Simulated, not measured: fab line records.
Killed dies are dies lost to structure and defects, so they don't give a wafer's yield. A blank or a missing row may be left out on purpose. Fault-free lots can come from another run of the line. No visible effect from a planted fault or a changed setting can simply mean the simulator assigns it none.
The tool behind it: which one? || flow n5 finfet || Sampling: 8 lots, 24 wafers, 7 of 1938 route steps

== WHAT EACH GAUGE READ, for each wafer ==
N5_BEOL_M0_SAQP_CD_MEAS_40: target cd 30 nm. Usual: 29.85 nm for cd nm, sd 0.24.
{"lot": "L657", "measured": "day 5 17:48", "on": "cd sem-02", "cd nm (nm)": "29.88 29.60 30.10", "flag": ""}
{"lot": "L661", "measured": "day 6 15:18", "on": "cd sem-03", "cd nm (nm)": "29.74 30.22 29.77", "flag": ""}
{"lot": "L663", "measured": "day 7 08:37", "on": "cd sem-03", "cd nm (nm)": "29.91 29.62 29.87", "flag": ""}
{"lot": "L664", "measured": "day 7 12:28", "on": "cd sem-02", "cd nm (nm)": "29.84 30.17 29.23", "flag": ""}
{"lot": "L665", "measured": "day 7 15:36", "on": "cd sem-03", "cd nm (nm)": "30.13 29.96 29.91", "flag": ""}
{"lot": "L669", "measured": "day 8 18:38", "on": "cd sem-03", "cd nm (nm)": "29.97 29.97 29.42", "flag": ""}
{"lot": "L676", "measured": "day 10 09:44", "on": "cd sem-03", "cd nm (nm)": "29.63 30.16 29.76", "flag": ""}
{"lot": "L677", "measured": "day 10 13:41", "on": "cd sem-01", "cd nm (nm)": "29.66 29.67 29.92", "flag": ""}

N5_BEOL_M0_SAQP_INSPECT_42: inspects for defects (brightfield). Usual: 263 for raw defect count, sd 68.
{"lot": "L657", "measured": "day 5 17:53", "on": "defect inspect-02", "raw defect count": "246 158 256", "flag": ""}
{"lot": "L661", "measured": "day 6 15:23", "on": "defect inspect-01", "raw defect count": "323 420 232", "flag": ""}
{"lot": "L663", "measured": "day 7 08:43", "on": "defect inspect-01", "raw defect count": "176 143 211", "flag": ""}
{"lot": "L664", "measured": "day 7 12:33", "on": "defect inspect-01", "raw defect count": "1587 1576 1471", "flag": "OFF"}
{"lot": "L665", "measured": "day 7 15:41", "on": "defect inspect-02", "raw defect count": "1372 1507 1488", "flag": "OFF"}
{"lot": "L669", "measured": "day 8 18:43", "on": "defect inspect-01", "raw defect count": "272 299 181", "flag": ""}
{"lot": "L676", "measured": "day 10 09:50", "on": "defect inspect-01", "raw defect count": "231 332 265", "flag": ""}
{"lot": "L677", "measured": "day 10 13:47", "on": "defect inspect-01", "raw defect count": "307 222 350", "flag": ""}

N5_BEOL_M0_CUTY_INSPECT_59: inspects for defects (macro). Usual: 2.0 for raw defect count, sd 1.4.
{"lot": "L657", "measured": "day 5 19:09", "on": "defect inspect-02", "raw defect count": "2 3 3", "flag": ""}
{"lot": "L661", "measured": "day 6 16:52", "on": "defect inspect-01", "raw defect count": "2 1 1", "flag": ""}
{"lot": "L663", "measured": "day 7 10:06", "on": "defect inspect-02", "raw defect count": "4 3 4", "flag": ""}
{"lot": "L664", "measured": "day 7 13:56", "on": "defect inspect-02", "raw defect count": ">300 >300 >300", "flag": "OFF"}
{"lot": "L665", "measured": "day 7 17:56", "on": "defect inspect-01", "raw defect count": ">300 >300 >300", "flag": "OFF"}
{"lot": "L669", "measured": "day 8 21:31", "on": "defect inspect-02", "raw defect count": "2 1 1", "flag": ""}
{"lot": "L676", "measured": "day 10 11:14", "on": "defect inspect-02", "raw defect count": "3 2 4", "flag": ""}
{"lot": "L677", "measured": "day 10 15:20", "on": "defect inspect-01", "raw defect count": "4 1 1", "flag": ""}

N5_BEOL_M4_RC_MEAS_101. Usual: DIBL_N 36.3 mV/V, standard deviation 1.8; DIBL_P 36.5 mV/V, standard deviation 2.1; IOFF_N 0.16 nA/um, standard deviation 0.031; IOFF_P 0.22 nA/um, standard deviation 0.038; ION_N 677 uA/um, standard deviation 12; ION_P 466 uA/um, standard deviation 7.8; SS_N 71.5 mV/dec, standard deviation 0.61; SS_P 73.2 mV/dec, standard deviation 0.7; VT_N 249 mV, standard deviation 3; VT_P -248.9 mV, standard deviation 3.
{"lot": "L657", "measured": "day 8 19:02", "on": "prober-02", "DIBL_N (mV/V)": "34.6 36.4 34.8", "DIBL_P (mV/V)": "35.1 37.0 34.2", "IOFF_N (nA/um)": "0.14 0.17 0.13", "IOFF_P (nA/um)": "0.22 0.24 0.21", "ION_N (uA/um)": "676 682 662", "ION_P (uA/um)": "472 474 464", "SS_N (mV/dec)": "71.2 70.5 71.4", "SS_P (mV/dec)": "73.5 73.3 72.3", "VT_N (mV)": "251 246 252", "VT_P (mV)": "-245.7 -246.0 -249.5", "flag": ""}
{"lot": "L661", "measured": "day 9 15:04", "on": "prober-02", "DIBL_N (mV/V)": "38.6 36.0 37.0", "DIBL_P (mV/V)": "37.6 36.0 36.9", "IOFF_N (nA/um)": "0.19 0.16 0.17", "IOFF_P (nA/um)": "0.25 0.23 0.23", "ION_N (uA/um)": "681 691 694", "ION_P (uA/um)": "468 473 472", "SS_N (mV/dec)": "71.4 71.2 70.9", "SS_P (mV/dec)": "74.4 73.8 73.6", "VT_N (mV)": "248 247 248", "VT_P (mV)": "-248.4 -246.6 -249.9", "flag": ""}
{"lot": "L663", "measured": "day 10 13:41", "on": "prober-01", "DIBL_N (mV/V)": "35.2 39.7 40.4", "DIBL_P (mV/V)": "34.4 39.6 41.0", "IOFF_N (nA/um)": "0.14 0.22 0.24", "IOFF_P (nA/um)": "0.19 0.26 0.30", "ION_N (uA/um)": "678 673 703", "ION_P (uA/um)": "469 460 474", "SS_N (mV/dec)": "71.7 72.0 71.7", "SS_P (mV/dec)": "72.3 74.2 74.4", "VT_N (mV)": "249 247 242", "VT_P (mV)": "-249.9 -245.4 -245.9", "flag": ""}
{"lot": "L664", "measured": "day 10 01:01", "on": "prober-02", "DIBL_N (mV/V)": "35.5 34.6 39.3", "DIBL_P (mV/V)": "37.0 35.8 42.0", "IOFF_N (nA/um)": "0.17 0.15 0.28", "IOFF_P (nA/um)": "0.27 0.24 0.38", "ION_N (uA/um)": "689 687 708", "ION_P (uA/um)": "478 480 488", "SS_N (mV/dec)": "71.1 71.0 72.2", "SS_P (mV/dec)": "73.5 72.2 73.6", "VT_N (mV)": "246 249 238", "VT_P (mV)": "-243.1 -246.4 -240.6", "flag": ""}
{"lot": "L665", "measured": "day 10 10:07", "on": "prober-02", "DIBL_N (mV/V)": "36.3 34.8 38.2", "DIBL_P (mV/V)": "36.3 34.0 39.1", "IOFF_N (nA/um)": "0.14 0.12 0.18", "IOFF_P (nA/um)": "0.18 0.15 0.22", "ION_N (uA/um)": "665 664 693", "ION_P (uA/um)": "455 455 465", "SS_N (mV/dec)": "71.3 71.0 70.9", "SS_P (mV/dec)": "73.1 72.9 74.1", "VT_N (mV)": "252 256 249", "VT_P (mV)": "-255.5 -258.4 -252.0", "flag": ""}
{"lot": "L669", "measured": "day 11 09:18", "on": "prober-01", "DIBL_N (mV/V)": "37.9 34.4 35.5", "DIBL_P (mV/V)": "38.5 33.2 34.8", "IOFF_N (nA/um)": "0.17 0.11 0.13", "IOFF_P (nA/um)": "0.26 0.18 0.20", "ION_N (uA/um)": "681 655 670", "ION_P (uA/um)": "468 456 465", "SS_N (mV/dec)": "71.8 70.1 70.9", "SS_P (mV/dec)": "73.0 71.7 72.9", "VT_N (mV)": "249 257 253", "VT_P (mV)": "-246.4 -253.3 -249.0", "flag": ""}
{"lot": "L676", "measured": "day 12 20:28", "on": "prober-01", "DIBL_N (mV/V)": "38.0 38.1 37.2", "DIBL_P (mV/V)": "37.9 39.2 37.7", "IOFF_N (nA/um)": "0.18 0.18 0.17", "IOFF_P (nA/um)": "0.22 0.24 0.21", "ION_N (uA/um)": "666 680 685", "ION_P (uA/um)": "456 475 466", "SS_N (mV/dec)": "71.7 72.4 71.8", "SS_P (mV/dec)": "74.5 73.8 73.5", "VT_N (mV)": "249 248 246", "VT_P (mV)": "-250.5 -251.5 -250.0", "flag": ""}
{"lot": "L677", "measured": "day 13 12:35", "on": "prober-02", "DIBL_N (mV/V)": "33.1 34.5 35.5", "DIBL_P (mV/V)": "33.0 34.4 35.7", "IOFF_N (nA/um)": "0.12 0.14 0.16", "IOFF_P (nA/um)": "0.19 0.21 0.23", "ION_N (uA/um)": "661 685 669", "ION_P (uA/um)": "466 470 469", "SS_N (mV/dec)": "70.7 70.8 70.9", "SS_P (mV/dec)": "71.9 73.4 72.7", "VT_N (mV)": "255 251 248", "VT_P (mV)": "-247.7 -247.6 -248.0", "flag": ""}

== TOOL THAT RAN EACH LOT (tool first, then ch and the chambers of the sampled wafers, then the start) ==
{"lot": "L657", "N5_BEOL_M0_SAQP_ETCH_102": "rie si-04 ch 1,2,3, day 5 15:45", "N5_BEOL_M0_SAQP_RECESS_109": "vapor etch-02 ch 0,1, day 5 16:29", "N5_BEOL_M0_SAQP_ETCH_73": "rie diel-04 ch 0,1,2, day 5 17:58"}
{"lot": "L661", "N5_BEOL_M0_SAQP_ETCH_102": "rie si-04 ch 1,2, day 6 13:23", "N5_BEOL_M0_SAQP_RECESS_109": "vapor etch-01 ch 0,1, day 6 14:06", "N5_BEOL_M0_SAQP_ETCH_73": "rie diel-04 ch 0,3, day 6 15:28"}
{"lot": "L663", "N5_BEOL_M0_SAQP_ETCH_102": "rie si-04 ch 0,1,3, day 7 05:58", "N5_BEOL_M0_SAQP_RECESS_109": "vapor etch-01 ch 0,1, day 7 07:02", "N5_BEOL_M0_SAQP_ETCH_73": "rie diel-04 ch 0,1,3, day 7 08:47"}
{"lot": "L664", "N5_BEOL_M0_SAQP_ETCH_102": "rie si-04 ch 0,1, day 7 10:14", "N5_BEOL_M0_SAQP_RECESS_109": "vapor etch-02 ch 0,1, day 7 11:01", "N5_BEOL_M0_SAQP_ETCH_73": "rie diel-06 ch 0,1,2, day 7 12:38"}
{"lot": "L665", "N5_BEOL_M0_SAQP_ETCH_102": "rie si-04 ch 0,1, day 7 13:29", "N5_BEOL_M0_SAQP_RECESS_109": "vapor etch-01 ch 0,1, day 7 14:14", "N5_BEOL_M0_SAQP_ETCH_73": "rie diel-04 ch 0,1, day 7 15:47"}
{"lot": "L669", "N5_BEOL_M0_SAQP_ETCH_102": "rie si-05 ch 1,3, day 8 16:40", "N5_BEOL_M0_SAQP_RECESS_109": "vapor etch-01 ch 0,1, day 8 17:26", "N5_BEOL_M0_SAQP_ETCH_73": "rie diel-03 ch 0,1, day 8 18:48"}
{"lot": "L676", "N5_BEOL_M0_SAQP_ETCH_102": "rie si-02 ch 1,3, day 10 07:41", "N5_BEOL_M0_SAQP_RECESS_109": "vapor etch-02 ch 1, day 10 08:26", "N5_BEOL_M0_SAQP_ETCH_73": "rie diel-06 ch 1,3, day 10 09:55"}
{"lot": "L677", "N5_BEOL_M0_SAQP_ETCH_102": "rie si-05 ch 0,2, day 10 11:45", "N5_BEOL_M0_SAQP_RECESS_109": "vapor etch-02 ch 0,1, day 10 12:29", "N5_BEOL_M0_SAQP_ETCH_73": "rie diel-03 ch 1,2, day 10 14:00"}
- N5_BEOL_M0_SAQP_ETCH_102: etches SiO2 in CF4, target depth 4 nm, time 4.4 s.
- N5_BEOL_M0_SAQP_RECESS_109: chemistry HF/NH3, target SiO2, target depth 3 nm, afs cycles 1, sublimation time 60 s.
- N5_BEOL_M0_SAQP_ETCH_73: etches SiARC in CF4, target depth 19.5 nm, time 32.5 s.

== WHAT THE TOOLS THEMSELVES READ (means of the sampled wafers that have a number; where no wafer has one, the mark that the record gives instead) ==
N5_BEOL_M0_SAQP_ETCH_102. Usual: drypump motor current A 5.7 A, standard deviation 0.4; oes product au 0.995 a.u., standard deviation 0.019; throttle valve pct 21.84 %, standard deviation 0.28.
{"lot": "L657", "tool": "rie si-04", "drypump motor current A (A)": 5.6, "oes product au (a.u.)": 0.995, "throttle valve pct (%)": 21.89, "flag": ""}
{"lot": "L661", "tool": "rie si-04", "drypump motor current A (A)": 5.4, "oes product au (a.u.)": 0.980, "throttle valve pct (%)": 21.92, "flag": ""}
{"lot": "L663", "tool": "rie si-04", "drypump motor current A (A)": 5.5, "oes product au (a.u.)": 1.007, "throttle valve pct (%)": 21.64, "flag": ""}
{"lot": "L664", "tool": "rie si-04", "drypump motor current A (A)": 5.1, "oes product au (a.u.)": 0.992, "throttle valve pct (%)": 21.66, "flag": ""}
{"lot": "L665", "tool": "rie si-04", "drypump motor current A (A)": 5.3, "oes product au (a.u.)": 0.989, "throttle valve pct (%)": 21.65, "flag": ""}
{"lot": "L669", "tool": "rie si-05", "drypump motor current A (A)": 5.9, "oes product au (a.u.)": 1.016, "throttle valve pct (%)": 21.98, "flag": ""}
{"lot": "L676", "tool": "rie si-02", "drypump motor current A (A)": 5.9, "oes product au (a.u.)": 0.983, "throttle valve pct (%)": 21.93, "flag": ""}
{"lot": "L677", "tool": "rie si-05", "drypump motor current A (A)": 5.9, "oes product au (a.u.)": 0.996, "throttle valve pct (%)": 21.92, "flag": ""}

N5_BEOL_M0_SAQP_RECESS_109. Usual: drypump motor current A 5.6 A, standard deviation 0.45; temp c 30.01 C, standard deviation 0.098.
{"lot": "L657", "tool": "vapor etch-02", "drypump motor current A (A)": 6.1, "temp c (C)": 30.02, "flag": ""}
{"lot": "L661", "tool": "vapor etch-01", "drypump motor current A (A)": 5.4, "temp c (C)": 29.96, "flag": ""}
{"lot": "L663", "tool": "vapor etch-01", "drypump motor current A (A)": 5.4, "temp c (C)": 30.12, "flag": ""}
{"lot": "L664", "tool": "vapor etch-02", "drypump motor current A (A)": 6.1, "temp c (C)": 29.98, "flag": ""}
{"lot": "L665", "tool": "vapor etch-01", "drypump motor current A (A)": 5.3, "temp c (C)": 30.09, "flag": ""}
{"lot": "L669", "tool": "vapor etch-01", "drypump motor current A (A)": 5.4, "temp c (C)": 29.89, "flag": ""}
{"lot": "L676", "tool": "vapor etch-02", "drypump motor current A (A)": 6.0, "temp c (C)": 29.93, "flag": ""}
{"lot": "L677", "tool": "vapor etch-02", "drypump motor current A (A)": 6.1, "temp c (C)": 29.95, "flag": ""}

N5_BEOL_M0_SAQP_ETCH_73. Usual: drypump motor current A 5.8 A, standard deviation 0.38; etch rf on time s 33.2 s, standard deviation 0.98; oes product au 0.64 a.u., standard deviation 0.055; rf vpp V 184.3 V, standard deviation 1.1; showerhead plenum p Torr 2.15 Torr, standard deviation 0.06; throttle valve pct 15.70 %, standard deviation 0.27.
{"lot": "L657", "tool": "rie diel-04", "drypump motor current A (A)": 6.3, "etch rf on time s (s)": 33.1, "oes product au (a.u.)": 0.67, "rf vpp V (V)": 184.8, "showerhead plenum p Torr (Torr)": 2.20, "throttle valve pct (%)": 15.53, "flag": ""}
{"lot": "L661", "tool": "rie diel-04", "drypump motor current A (A)": 5.8, "etch rf on time s (s)": 33.6, "oes product au (a.u.)": 0.71, "rf vpp V (V)": 183.9, "showerhead plenum p Torr (Torr)": 2.19, "throttle valve pct (%)": 15.40, "flag": ""}
{"lot": "L663", "tool": "rie diel-04", "drypump motor current A (A)": 5.9, "etch rf on time s (s)": 33.3, "oes product au (a.u.)": 0.67, "rf vpp V (V)": 184.3, "showerhead plenum p Torr (Torr)": 2.21, "throttle valve pct (%)": 15.56, "flag": ""}
{"lot": "L664", "tool": "rie diel-06", "drypump motor current A (A)": 5.4, "etch rf on time s (s)": 32.5, "oes product au (a.u.)": 0.66, "rf vpp V (V)": 184.1, "showerhead plenum p Torr (Torr)": 2.12, "throttle valve pct (%)": 15.73, "flag": ""}
{"lot": "L665", "tool": "rie diel-04", "drypump motor current A (A)": 6.2, "etch rf on time s (s)": 33.7, "oes product au (a.u.)": 0.70, "rf vpp V (V)": 184.0, "showerhead plenum p Torr (Torr)": 2.19, "throttle valve pct (%)": 15.31, "flag": ""}
{"lot": "L669", "tool": "rie diel-03", "drypump motor current A (A)": 6.0, "etch rf on time s (s)": 33.2, "oes product au (a.u.)": 0.59, "rf vpp V (V)": 185.0, "showerhead plenum p Torr (Torr)": 2.20, "throttle valve pct (%)": 15.92, "flag": ""}
{"lot": "L676", "tool": "rie diel-06", "drypump motor current A (A)": 5.7, "etch rf on time s (s)": 34.0, "oes product au (a.u.)": 0.60, "rf vpp V (V)": 183.5, "showerhead plenum p Torr (Torr)": 2.07, "throttle valve pct (%)": 15.85, "flag": ""}
{"lot": "L677", "tool": "rie diel-03", "drypump motor current A (A)": 5.7, "etch rf on time s (s)": 33.4, "oes product au (a.u.)": 0.62, "rf vpp V (V)": 184.0, "showerhead plenum p Torr (Torr)": 2.17, "throttle valve pct (%)": 15.72, "flag": ""}

== THE ANSWER, worked out from the rows above alone ==
Rule: a lot counts as off when the mean over its wafers that have a number is more than 3 standard deviations away from the usual mean. A lot without any number at a reading at which 4 lots or more have one is off too. The other lots that the step has rows for count as sound. After the gauges, taken in route order, come the tools' own readings; for these a lot's mean is taken, as printed above. The first step at which some lot is off is used, and at that step the reading that is off furthest; a lot without a number counts as furthest.
Off, at N5_BEOL_M0_SAQP_INSPECT_42 on raw defect count: L664, L665.
If a tool, at a process step before that reading, ran all the lots that are off and no sound lot after the first of them, it fits. Those tools and the gauges at N5_BEOL_M0_SAQP_INSPECT_42 are tried in the same way. One candidate fits, namely rie si-04 at N5_BEOL_M0_SAQP_ETCH_102. Its last sound lot is L663 (day 7 05:58), its first lot that is off L664 (day 7 10:14): a fault that began between those two fits.

== WHAT THE SIMULATOR HAD INSERTED ==
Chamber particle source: rie si-04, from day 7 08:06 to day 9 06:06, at N5_BEOL_M0_SAQP_ETCH_102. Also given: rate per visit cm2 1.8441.
Shown lots that were struck: L664, L665. The rule given above showed the same thing.
